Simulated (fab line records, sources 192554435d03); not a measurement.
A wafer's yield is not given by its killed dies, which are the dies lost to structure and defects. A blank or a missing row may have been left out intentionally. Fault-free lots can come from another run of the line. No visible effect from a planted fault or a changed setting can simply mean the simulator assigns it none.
Chamber matching / flow n5 finfet / N5_BEOL_M14_DESCUM_33 on rie diel-05: 4 sister chambers
The step chemistry O2, time 7.9 s. 14 wafers are shown with their chamber, then 7 later ones without.

== WAFERS PAIRED WITH THEIR CHAMBERS ==
wafer=L076.2; chamber=0; drypump motor current A (A)=5.4; showerhead plenum p Torr (Torr)=2.05; throttle valve pct (%)=20.48
wafer=L076.3; chamber=1; drypump motor current A (A)=6.1; showerhead plenum p Torr (Torr)=2.13; throttle valve pct (%)=20.24
wafer=L076.4; chamber=2; drypump motor current A (A)=5.7; showerhead plenum p Torr (Torr)=2.18; throttle valve pct (%)=20.47
wafer=L081.2; chamber=0; drypump motor current A (A)=5.3; showerhead plenum p Torr (Torr)=2.05; throttle valve pct (%)=20.47
wafer=L081.3; chamber=2; drypump motor current A (A)=5.7; showerhead plenum p Torr (Torr)=2.18; throttle valve pct (%)=20.47
wafer=L081.5; chamber=1; drypump motor current A (A)=6.1; showerhead plenum p Torr (Torr)=2.13; throttle valve pct (%)=20.23
wafer=L086.2; chamber=3; drypump motor current A (A)=6.1; showerhead plenum p Torr (Torr)=2.04; throttle valve pct (%)=20.11
wafer=L086.5; chamber=0; drypump motor current A (A)=5.4; showerhead plenum p Torr (Torr)=2.04; throttle valve pct (%)=20.50
wafer=L086.6; chamber=1; drypump motor current A (A)=6.1; showerhead plenum p Torr (Torr)=2.12; throttle valve pct (%)=20.27
wafer=L090.1; chamber=0; drypump motor current A (A)=5.4; showerhead plenum p Torr (Torr)=2.04; throttle valve pct (%)=20.52
wafer=L090.3; chamber=1; drypump motor current A (A)=6.1; showerhead plenum p Torr (Torr)=2.12; throttle valve pct (%)=20.27
wafer=L090.5; chamber=0; drypump motor current A (A)=5.4; showerhead plenum p Torr (Torr)=2.04; throttle valve pct (%)=20.54
wafer=L089.2; chamber=2; drypump motor current A (A)=5.7; showerhead plenum p Torr (Torr)=2.17; throttle valve pct (%)=20.54
wafer=L089.4; chamber=0; drypump motor current A (A)=5.4; showerhead plenum p Torr (Torr)=2.04; throttle valve pct (%)=20.53

SIGNATURES (averages over the wafers above)
reading=drypump motor current A; chamber 0=5.383; chamber 1=6.100; chamber 2=5.700; chamber 3=6.100; scatter within a chamber=0.0289
reading=showerhead plenum p Torr; chamber 0=2.0433; chamber 1=2.1250; chamber 2=2.1767; chamber 3=2.0400; scatter within a chamber=0.00548
reading=throttle valve pct; chamber 0=20.5067; chamber 1=20.2525; chamber 2=20.4933; chamber 3=20.1100; scatter within a chamber=0.0291
Rule: a wafer's distance from a chamber is the root of the sum, over the readings, of the square of ((its reading less the chamber's mean) divided by the reading's scatter). If the next closest chamber is less than 2 further off than the closest, the wafer can't be placed; otherwise it belongs to the closest. How the scatter is found: for the shown wafers, subtract from each reading the mean of its chamber, square and add these, divide the total by (wafers less chambers), then take the root.

== WAFERS WHOSE CHAMBER IS MISSING ==
wafer=L089.6; drypump motor current A (A)=5.3; showerhead plenum p Torr (Torr)=2.04; throttle valve pct (%)=20.52
wafer=L092.1; drypump motor current A (A)=5.7; showerhead plenum p Torr (Torr)=2.16; throttle valve pct (%)=20.52
wafer=L092.3; drypump motor current A (A)=5.4; showerhead plenum p Torr (Torr)=2.03; throttle valve pct (%)=20.53
wafer=L092.4; drypump motor current A (A)=6.1; showerhead plenum p Torr (Torr)=2.12; throttle valve pct (%)=20.30
wafer=L096.4; drypump motor current A (A)=5.4; showerhead plenum p Torr (Torr)=2.03; throttle valve pct (%)=20.53
wafer=L096.5; drypump motor current A (A)=6.1; showerhead plenum p Torr (Torr)=2.03; throttle valve pct (%)=20.15
wafer=L096.6; drypump motor current A (A)=5.4; showerhead plenum p Torr (Torr)=2.03; throttle valve pct (%)=20.53

== CHAMBER TAKEN BY EACH ==
wafer=L089.6; from the rows above=0; in truth=0
wafer=L092.1; from the rows above=2; in truth=2
wafer=L092.3; from the rows above=0; in truth=0
wafer=L092.4; from the rows above=1; in truth=1
wafer=L096.4; from the rows above=0; in truth=0
wafer=L096.5; from the rows above=3; in truth=3
wafer=L096.6; from the rows above=0; in truth=0
7 of 7 placed correctly. Can't be placed from these rows: 0. 0 placed wrongly.
